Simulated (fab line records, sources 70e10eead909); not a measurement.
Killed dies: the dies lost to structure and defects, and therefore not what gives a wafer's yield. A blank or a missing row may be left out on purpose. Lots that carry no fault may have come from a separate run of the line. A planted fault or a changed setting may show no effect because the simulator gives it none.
fab line records	flow nandHarc
record lots=7	wafers=21	lastDay=34
route steps=1302 shown A_BONDPAD@1215
lots untouched by any fault: they come from a run of this same line in which no faults occurred
startH: hours from the record's first day to the start of the lot's first wafer shown	waitH: hours from the lot's prior step to this one	" the same as in the row above	L1.1+2: a row that stands for several wafers	- value missing, or start not given	* or withheld: withheld	< > ~ a bound
route shown NAME@n: NAME is a module with steps in the file, n the number in the route of the first one	usual: the fault-free wafers' mean and standard deviation	same: alike in all rows	chamber/n: place in a boat	sites: the reading at each site	_std_site: the values' standard deviation	_edge_site: mean of outer sites minus mean of inner sites	radiusMm: how far each site lies from the wafer's centre	mask NAME#n: copy n	behind: tool/chamber where the wafer was last shaped	hold: what put the lot on hold/how long, in hours/how the hold closed	device: whichever transistor did not switch (one of n, p or np)	end of line: at the end of the route, the tests of the same wafers	a step without rows: its recipe alone	killed: dies that structure and defects cost at the first sort, which is not the same as the wafer's yield	map: a wafer's dies, marking killed ones x, the rest . and places with no die _
set.NAME: setting as actually run; set.NAME@STEP: the setting as run at that earlier step	model.NAME: the simulator's own value behind a step, which no gauge read
lots seen at some steps along the route; tables by step, rows by wafer
services: when a tool's chamber went out of use (startH, in hours from the record's first day, below 0 if earlier), for how many hours, and the reason
## steps
# step NHARC_A_BONDPAD_CD_MEAS_09
# recipe targetCdNm=500	landingEnergyEv=500
# usual cdNm=499.5/1.3
lot.wafer	tool	chamber	startH	waitH	cdNm
L276.1	cdSem-03	0	623.28	-	499.9
L276.3	"	0	"	"	498.3
L276.6	"	0	"	"	498.6
L281.2	cdSem-02	0	703.11	-	498.5
L281.4	"	0	"	"	498.0
L281.6	"	0	"	"	497.7
L282.2	cdSem-02	0	720.11	-	500.0
L282.3	"	0	"	"	501.1
L282.5	"	0	"	"	501.1
L284.1	cdSem-01	0	726.15	-	499.6
L284.2	"	0	"	"	500.1
L284.5	"	0	"	"	498.7
L285.2	cdSem-03	0	735.01	-	498.0
L285.3	"	0	"	"	501.0
L285.6	"	0	"	"	499.2
L287.1	cdSem-02	0	756.66	-	500.0
L287.2	"	0	"	"	499.7
L287.5	"	0	"	"	498.3
L286.1	cdSem-02	0	791.87	-	498.0
L286.4	"	0	"	"	498.2
L286.5	"	0	"	"	498.9
# step NHARC_A_BONDPAD_OVL_MEAS_35
# usual overlayXNm=1/5.2	overlayYNm=0/7.6
lot.wafer	tool	chamber	startH	waitH	overlayXNm	overlayYNm
L276.1	overlay-02	-	623.37	-	-6	0
L276.3	"	-	"	"	-6	0
L276.6	"	-	"	"	-6	-1
L281.2	overlay-01	-	703.20	-	4	10
L281.4	"	-	"	"	4	10
L281.6	"	-	"	"	3	10
L282.2	overlay-02	-	720.20	-	2	-11
L282.3	"	-	"	"	3	-10
L282.5	"	-	"	"	3	-11
L284.1	overlay-02	-	726.24	-	-1	-14
L284.2	"	-	"	"	-1	-13
L284.5	"	-	"	"	-1	-14
L285.2	overlay-01	-	735.09	-	-1	-12
L285.3	"	-	"	"	-2	-12
L285.6	"	-	"	"	-1	-12
L287.1	overlay-02	-	756.75	-	-6	3
L287.2	"	-	"	"	-5	2
L287.5	"	-	"	"	-5	3
L286.1	overlay-02	-	791.96	-	0	-9
L286.4	"	-	"	"	0	-9
L286.5	"	-	"	"	0	-10
# step NHARC_A_BONDPAD_HARDBAKE_10
# recipe tempC=118	timeS=65
# step NHARC_A_BONDPAD_DESCUM_11
# recipe timeS=3	o2FlowSccm=200	arFlowSccm=0	biasPowerW=0	chemistry=O2
# usual drypumpMotorCurrentA=5.9/0.31	oesProductAu=1.000/0.0074	rfVppV=58.0/0.83	showerheadPlenumPTorr=1.93/0.074	throttleValvePct=11.311/0.0093
lot.wafer	tool	chamber	startH	waitH	drypumpMotorCurrentA	oesProductAu	rfHoursCounterH	rfVppV	showerheadPlenumPTorr	throttleValvePct
L276.3	rieDiel-07	0	623.51	-	6.3	0.992	22	57.6	1.82	11.321
L276.1	"	1	"	"	5.9	1.007	21	57.0	1.98	11.323
L276.6	"	3	"	"	5.6	0.997	-	57.1	2.01	11.302
L281.2	rieDiel-07	3	703.33	-	5.6	1.011	8	59.9	2.00	11.323
L281.4	"	1	"	"	5.9	1.008	7	57.1	1.98	11.308
L281.6	"	2	"	"	6.1	0.992	-	57.9	1.93	11.303
L282.3	rieDiel-09	3	720.32	-	6.4	0.998	1	56.9	1.90	11.303
L282.2	"	0	"	"	5.6	1.007	1	57.5	1.84	11.308
L282.5	"	3	"	"	6.4	0.995	-	57.4	1.90	11.317
L284.1	rieDiel-09	0	726.38	-	5.6	1.007	1	57.7	1.84	11.308
L284.2	"	1	"	"	5.8	1.001	1	57.1	1.91	11.336
L284.5	"	3	"	"	6.4	0.993	-	58.0	1.90	11.321
L285.3	rieDiel-07	3	735.23	-	5.6	1.003	11	59.6	2.00	11.317
L285.2	"	1	"	"	5.9	1.001	11	57.1	1.98	11.311
L285.6	"	2	"	"	6.1	0.985	-	57.8	1.93	11.315
L287.1	rieDiel-09	2	756.87	-	5.7	1.001	2	59.2	2.05	11.285
L287.2	"	3	"	"	6.4	1.003	2	58.7	1.90	11.297
L287.5	"	2	"	"	5.7	0.999	-	58.2	2.05	11.320
L286.1	rieDiel-09	1	792.08	-	5.8	1.003	4	58.1	1.90	11.325
L286.4	"	0	"	"	5.6	1.000	4	57.0	1.84	11.303
L286.5	"	2	"	"	5.7	0.998	-	58.3	2.05	11.298
# step NHARC_A_BONDPAD_ETCH_34
# recipe targetDepthA=600	overetchA=180	timeS=65.91	ionEnergyEv=200	n2FlowSccm=150	h2FlowSccm=150	arFlowSccm=0	rfW=400	biasW=150	chemistry=N2/H2
# step NHARC_A_BONDPAD_ETCH_12
# recipe targetDepthA=2200	timeS=110	chf3FlowSccm=50	o2FlowSccm=10	arFlowSccm=200	rfW=500	biasW=200	chemistry=CHF3/O2
# usual drypumpMotorCurrentA=5.9/0.32	oesProductAu=0.948/0.023	rfVppV=371.0/2.2	showerheadPlenumPTorr=2.42/0.091	throttleValvePct=20.573/0.0091
lot.wafer	tool	chamber	startH	waitH	drypumpMotorCurrentA	oesProductAu	rfHoursCounterH	rfVppV	showerheadPlenumPTorr	throttleValvePct
L276.1	rieDiel-07	0	-	-	6.3	0.964	22	367.6	2.29	20.579
L276.3	"	1	"	"	5.9	0.972	21	373.4	2.48	20.596
L276.6	"	2	"	"	6.1	0.964	-	370.4	2.43	20.564
L281.2	rieDiel-07	3	-	-	5.6	0.938	8	372.9	2.51	20.578
L281.4	"	1	"	"	5.9	0.938	8	371.1	2.48	20.575
L281.6	"	3	"	"	5.6	0.925	-	372.9	2.51	20.590
L282.2	rieDiel-09	1	-	-	5.8	0.965	1	370.7	2.39	20.571
L282.3	"	0	"	"	5.6	0.964	1	368.8	2.31	20.559
L282.5	"	2	"	"	5.7	0.968	-	373.8	2.57	20.570
L284.2	rieDiel-09	3	-	-	6.3	0.954	1	371.1	2.38	20.568
L284.1	"	0	"	"	5.6	0.988	1	368.1	2.31	20.579
L284.5	"	3	"	"	6.4	0.959	-	370.6	2.38	20.589
L285.3	rieDiel-07	1	-	-	5.9	0.929	11	372.1	2.48	20.579
L285.2	"	3	"	"	5.6	0.932	11	373.0	2.51	20.567
L285.6	"	0	"	"	6.3	0.915	-	367.4	2.28	20.576
L287.2	rieDiel-09	0	-	-	5.6	0.939	3	368.1	2.31	20.573
L287.1	"	2	"	"	5.7	0.930	2	373.2	2.57	20.589
L287.5	"	0	"	"	5.6	0.934	-	368.5	2.31	20.563
L286.4	rieDiel-09	1	-	-	5.8	0.959	4	371.9	2.39	20.590
L286.1	"	2	"	"	5.7	0.960	4	374.1	2.57	20.584
L286.5	"	0	"	"	5.6	0.974	-	367.1	2.31	20.587
# step NHARC_A_BONDPAD_CD_MEAS_13
# usual cdNm=498.9/1.4
lot.wafer	tool	chamber	startH	waitH	cdNm
L276.1	cdSem-03	-	623.81	-	499.9
L276.3	"	-	"	"	498.5
L276.6	"	-	"	"	498.5
L281.2	cdSem-02	-	703.64	-	497.7
L281.4	"	-	"	"	496.4
L281.6	"	-	"	"	496.2
L282.2	cdSem-01	-	720.64	-	499.8
L282.3	"	-	"	"	500.5
L282.5	"	-	"	"	500.8
L284.1	cdSem-03	-	726.67	-	499.1
L284.2	"	-	"	"	500.6
L284.5	"	-	"	"	498.1
L285.2	cdSem-01	-	735.53	-	497.3
L285.3	"	-	"	"	500.9
L285.6	"	-	"	"	498.7
L287.1	cdSem-01	-	757.18	-	499.0
L287.2	"	-	"	"	498.9
L287.5	"	-	"	"	497.6
L286.1	cdSem-03	-	792.39	-	497.8
L286.4	"	-	"	"	498.0
L286.5	"	-	"	"	498.3
# step NHARC_A_BONDPAD_STRIP_15
# recipe o2FlowSccm=500	arFlowSccm=0	biasW=0	chemistry=O2
# usual drypumpMotorCurrentA=5.9/0.35	oesProductAu=1.000/0.0075	rfVppV=57.9/0.9	showerheadPlenumPTorr=3.55/0.12	throttleValvePct=17.036/0.0091
lot.wafer	tool	chamber	startH	waitH	drypumpMotorCurrentA	oesProductAu	rfHoursCounterH	rfVppV	showerheadPlenumPTorr	throttleValvePct
L276.3	rieDiel-09	1	623.90	0.1	5.8	1.010	3	57.6	3.52	17.036
L276.1	"	2	"	"	5.7	0.993	4	56.7	3.77	17.039
L276.6	"	1	"	"	5.8	1.003	-	59.5	3.52	17.032
L281.2	rieDiel-09	2	703.71	0.1	5.6	1.000	1	57.9	3.76	17.032
L281.4	"	0	"	"	5.6	1.007	1	58.3	3.40	17.037
L281.6	"	2	"	"	5.7	0.997	-	59.4	3.76	17.032
L282.2	rieDiel-11	0	720.75	0.1	6.3	1.018	35	57.4	3.58	17.016
L282.3	"	1	"	"	6.2	1.005	37	57.4	3.61	17.021
L282.5	"	3	"	"	5.0	1.002	-	58.4	3.44	17.027
L284.2	rieDiel-07	0	726.76	0.1	6.3	1.002	11	57.0	3.36	17.034
L284.1	"	2	"	"	6.1	1.000	10	56.7	3.56	17.035
L284.5	"	3	"	"	5.6	1.017	-	57.9	3.68	17.042
L285.3	rieDiel-09	0	735.61	0.1	5.6	1.000	1	55.9	3.40	17.036
L285.2	"	2	"	"	5.7	0.993	1	58.2	3.76	17.044
L285.6	"	1	"	"	5.8	1.002	-	58.3	3.52	17.036
L287.2	rieDiel-07	3	757.27	0.1	5.6	1.002	13	58.0	3.68	17.042
L287.1	"	0	"	"	6.3	0.993	13	56.9	3.35	17.053
L287.5	"	2	"	"	6.1	0.987	-	56.9	3.56	17.032
L286.4	rieDiel-07	2	792.50	0.1	6.1	0.986	20	56.7	3.55	17.030
L286.1	"	3	"	"	5.6	1.003	21	58.9	3.68	17.048
L286.5	"	1	"	"	5.9	1.002	-	59.2	3.63	17.050
# step NHARC_A_BONDPAD_ETCH_24
# recipe targetDepthA=300	overEtchFrac=0.3	timeS=72.99	ionEnergyEv=150	cf4FlowSccm=50	n2FlowSccm=100	arFlowSccm=150	rfW=300	biasW=100	chemistry=CF4/N2
# step NHARC_A_BONDPAD_STRIP_16
# recipe timeS=600	tempC=30	chemistry=postEtchResidueRemover
# step NHARC_A_BONDPAD_DEGAS_25
# recipe tempC=300	timeS=60
# usual heaterPowerW=467/42
lot.wafer	tool	chamber	startH	waitH	heaterPowerW
L276.3	pvdSputter-02	-	624.43	-	405
L276.1	"	-	"	"	484
L276.6	"	-	"	"	413
L281.2	pvdSputter-01	-	704.26	-	462
L281.4	"	-	"	"	442
L281.6	"	-	"	"	431
L282.2	pvdSputter-01	-	721.28	-	449
L282.3	"	-	"	"	520
L282.5	"	-	"	"	436
L284.2	pvdSputter-01	-	727.29	-	523
L284.1	"	-	"	"	434
L284.5	"	-	"	"	450
L285.3	pvdSputter-03	-	736.15	-	504
L285.2	"	-	"	"	397
L285.6	"	-	"	"	500
L287.2	pvdSputter-01	-	757.81	-	513
L287.1	"	-	"	"	457
L287.5	"	-	"	"	531
L286.1	pvdSputter-02	-	793.02	-	411
L286.4	"	-	"	"	494
L286.5	"	-	"	"	394
# step NHARC_A_BONDPAD_PRE_CLEAN_26
# recipe timeS=30	tempC=280	gas=H2/He
# step NHARC_A_BONDPAD_PVD_17
# recipe targetThkA=50	biasV=168.6	powerW=15000	chamberPressurePa=0.12	timeS=8.06	substrateTempC=50	material=TaN
# usual biasV=168.8/1.7	cathodeDcPowerW=15000/2.7	throttleValvePct=30.4/1
lot.wafer	tool	chamber	startH	waitH	biasV	cathodeDcPowerW	throttleValvePct
L276.1	pvdSputter-02	-	624.56	-	172.9	15000	30.3
L276.3	"	-	"	"	168.5	15003	30.2
L276.6	"	-	"	"	168.5	15002	29.9
L281.4	pvdSputter-01	-	704.37	-	-	-	-
L281.2	"	-	"	"	-	-	-
L281.6	"	-	"	"	-	-	-
L282.2	pvdSputter-01	-	721.38	-	-	-	-
L282.3	"	-	"	"	-	-	-
L282.5	"	-	"	"	-	-	-
L284.1	pvdSputter-01	-	727.41	-	-	-	-
L284.2	"	-	"	"	-	-	-
L284.5	"	-	"	"	-	-	-
L285.3	pvdSputter-03	-	736.28	-	172.0	15002	31.9
L285.2	"	-	"	"	168.6	14997	31.7
L285.6	"	-	"	"	169.0	14997	31.8
L287.2	pvdSputter-01	-	757.92	-	169.2	15001	29.9
L287.1	"	-	"	"	168.8	15000	29.5
L287.5	"	-	"	"	167.3	15001	28.6
L286.4	pvdSputter-02	-	793.15	-	171.3	14999	31.7
L286.1	"	-	"	"	171.4	14999	30.2
L286.5	"	-	"	"	170.7	15001	31.8
# step NHARC_A_BONDPAD_PVD_27
# recipe targetThkA=300	chamberPressurePa=5	powerW=5000	substrateTempC=30	timeS=20.49	material=Cu
# usual cathodeDcPowerW=5000.0/0.87	chamberPressurePa=5.002/0.011	throttleValvePct=30.4/0.97
lot.wafer	tool	chamber	startH	waitH	cathodeDcPowerW	chamberPressurePa	throttleValvePct
L276.1	pvdSputter-02	-	-	-	4998.3	5.009	30.1
L276.3	"	-	"	"	4999.9	5.010	30.1
L276.6	"	-	"	"	5000.9	4.996	30.3
L281.2	pvdSputter-01	-	-	-	5000.6	4.989	30.1
L281.4	"	-	"	"	5001.9	5.005	28.7
L281.6	"	-	"	"	4999.7	4.989	30.3
L282.2	pvdSputter-01	-	-	-	5000.6	4.996	30.4
L282.3	"	-	"	"	5001.3	5.008	30.3
L282.5	"	-	"	"	5000.2	5.009	30.0
L284.2	pvdSputter-01	-	-	-	5000.4	4.999	30.1
L284.1	"	-	"	"	4999.1	5.007	28.6
L284.5	"	-	"	"	5000.8	5.021	30.3
L285.2	pvdSputter-03	-	-	-	5001.4	5.000	31.9
L285.3	"	-	"	"	4998.7	4.986	30.7
L285.6	"	-	"	"	4998.6	4.995	32.1
L287.2	pvdSputter-01	-	-	-	5001.2	4.993	29.4
L287.1	"	-	"	"	4999.9	4.987	30.3
L287.5	"	-	"	"	4999.8	5.009	30.4
L286.1	pvdSputter-02	-	-	-	4999.0	5.006	30.7
L286.4	"	-	"	"	5000.4	4.982	30.9
L286.5	"	-	"	"	4999.5	5.007	30.9
## services
tool	chamber	startH	hours	kind
rieDiel-09	0	604.10	-	clean
rieDiel-09	1	604.10	-	clean
rieDiel-09	2	604.10	-	clean
rieDiel-09	3	604.10	-	clean
rieDiel-11	-	609.54	9.0	pm
pvdSputter-03	-	625.27	1.1	repair
rieDiel-09	0	628.60	-	clean
pvdSputter-02	-	634.13	6.8	repair
rieDiel-07	-	648.31	9.0	pm
pvdSputter-03	-	656.35	7.7	repair
pvdSputter-01	-	667.92	2.1	repair
rieDiel-11	1	673.45	4.3	repair
rieDiel-09	-	674.10	9.0	pm
pvdSputter-03	-	704.00	10.0	pm
rieDiel-11	0	705.57	9.4	repair
pvdSputter-01	-	714.06	1.1	repair
rieDiel-11	2	721.15	15.0	repair
rieDiel-09	-	732.05	0.3	repair
pvdSputter-02	-	735.36	1.2	repair
rieDiel-07	-	741.43	4.2	repair
rieDiel-11	1	742.34	9.4	repair
rieDiel-11	2	755.15	1.3	repair
pvdSputter-01	-	762.16	10.0	pm
rieDiel-11	-	786.54	9.0	pm
## key
firstSign step=NHARC_A_BONDPAD_PVD_17	reading=toolRecord	direction=missing
effect none on later readings
metAt NHARC_A_BONDPAD_PVD_17
struckWafers L281.2,L281.4,L281.6,L282.2,L282.3,L282.5,L284.1,L284.2,L284.5
laterRowsLeftOut L281.2,L281.4,L281.6,L282.2,L282.3,L282.5,L284.1,L284.2,L284.5
sortLeftOut L281.2,L281.4,L281.6,L282.2,L282.3,L282.5,L284.1,L284.2,L284.5
fault kind=skippedStepWhole	tool=pvdSputter-01	chamber=-	onsetH=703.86	steps=NHARC_A_BONDPAD_PVD_17	scope=struckLotsOnly
# sortLeftOut: the simulated sort isn't trusted on such a fault, so these wafers' sort isn't shown, and their yield isn't known
# laterRowsLeftOut: the simulator's readings of these wafers behind a module that went badly wrong aren't trusted and aren't shown, but for the sort
